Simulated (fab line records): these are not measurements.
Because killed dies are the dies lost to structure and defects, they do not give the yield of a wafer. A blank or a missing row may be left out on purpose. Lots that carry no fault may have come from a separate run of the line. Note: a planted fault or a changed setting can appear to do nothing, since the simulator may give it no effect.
A struck lot beside a sound one || flow nand_harc || 14 steps out of a route of 1302
Sound: the wafers L425.2, L425.3, L425.5. Wafers struck: L433.2, L433.3, L433.5. The cause is given at the end.
For every step that has rows: the tool of each side, followed by ch and its chambers, followed by its first start. Under that, the readings that differ: sound wafers || struck wafers || difference of the means || sigmas: that difference in standard deviations of wafers without a fault.
alike: readings whose means differ by less than 2 such deviations, and words and numbers that are the same on both sides. not compared: withheld readings, readings that some wafer has no value for, bounds like >300 that may hide the same value, and numbers for which the record gives no deviation and whose values overlap.
A row with sigmas, a row that says differs or no value, or rows on one side alone: a step with any of these is where the two part. Numbers that have no deviation but don't overlap get no sigmas and don't part them. A reading that every wafer of one side lacks parts them only if that side has two wafers or more.

NHARC_A_ZERO_WELL_INSPECT_17:
  sound: defect_inspect-01 at day 7 06:09; struck: defect_inspect-01 at day 10 18:31
  alike: raw_defect_count
then, 3 steps without rows for these wafers: NHARC_A_SOURCE_PLATE_PRECLEAN_00 (cleans in HF-LAST, time 60 s); NHARC_A_SOURCE_PLATE_SRD_01; NHARC_A_SOURCE_PLATE_OXIDE_02 (material SiO2, target thk 10 nm, ox time 1362 s).
NHARC_A_SOURCE_PLATE_THK_MEAS_09: measures by ellipsometry.
  sound: film_metro-02 at day 7 13:24; struck: film_metro-01 at day 11 01:17
  alike: thk_nm
then, 3 steps without rows for these wafers: NHARC_A_SOURCE_PLATE_PVD_04 (deposits WSi2, target thk 50 nm); NHARC_A_SOURCE_PLATE_CVD_03 (deposits poly-Si, target thk 200 nm, time 4000 s); NHARC_A_SOURCE_PLATE_ANNEAL_05 (time 1800 s).
NHARC_A_SOURCE_PLATE_THK_MEAS_06: measures by ellipsometry.
  sound: film_metro-01 at day 8 02:25; struck: film_metro-01 at day 11 14:17
  alike: thk_nm
NHARC_A_SOURCE_PLATE_INSPECT_08:
  sound: defect_inspect-01 at day 8 02:31; struck: defect_inspect-02 at day 11 14:23
  alike: raw_defect_count
NHARC_A_ONON_D1_DEP_00: target thk 1000 nm.
  sound on pecvd_onon-02 ch 0, day 8 02:38; struck on pecvd_onon-02 ch 0, day 11 14:31
  alike: nh3_flow_sccm
NHARC_A_ONON_D1_THK_MEAS_02: measures by ellipsometry.
  sound: film_metro-01 at day 8 03:05; struck: film_metro-01 at day 11 14:58
{"reading": "thk_nm (nm)", "sound": "1005 1005 1004", "struck": "1107 1106 1109", "difference": "+103", "sigmas": "+10"}
following that, 1 step holds no rows for these wafers, namely NHARC_A_ONON_D1_DEP_03 (target thickness 1000 nm).
-- record jumps: 17 days between struck wafers' starts before vs after; left off in module A_ONON_D1, resumes in module END, first step shown is number 1302 of the route --
NHARC_END_SORT_01:
  sound on prober-01 ch 0, day 24 21:37; struck on prober-02 ch 0, day 28 10:10
  alike: killed_at_array, killed_at_other, killed_at_periphery, killed_dies, killed_open, killed_short

WHERE THEY PART
Within this record, at NHARC_A_ONON_D1_THK_MEAS_02 only. Later steps at which nothing parts them and some readings are alike: NHARC_END_SORT_01.

WHY: whatever the simulator had introduced
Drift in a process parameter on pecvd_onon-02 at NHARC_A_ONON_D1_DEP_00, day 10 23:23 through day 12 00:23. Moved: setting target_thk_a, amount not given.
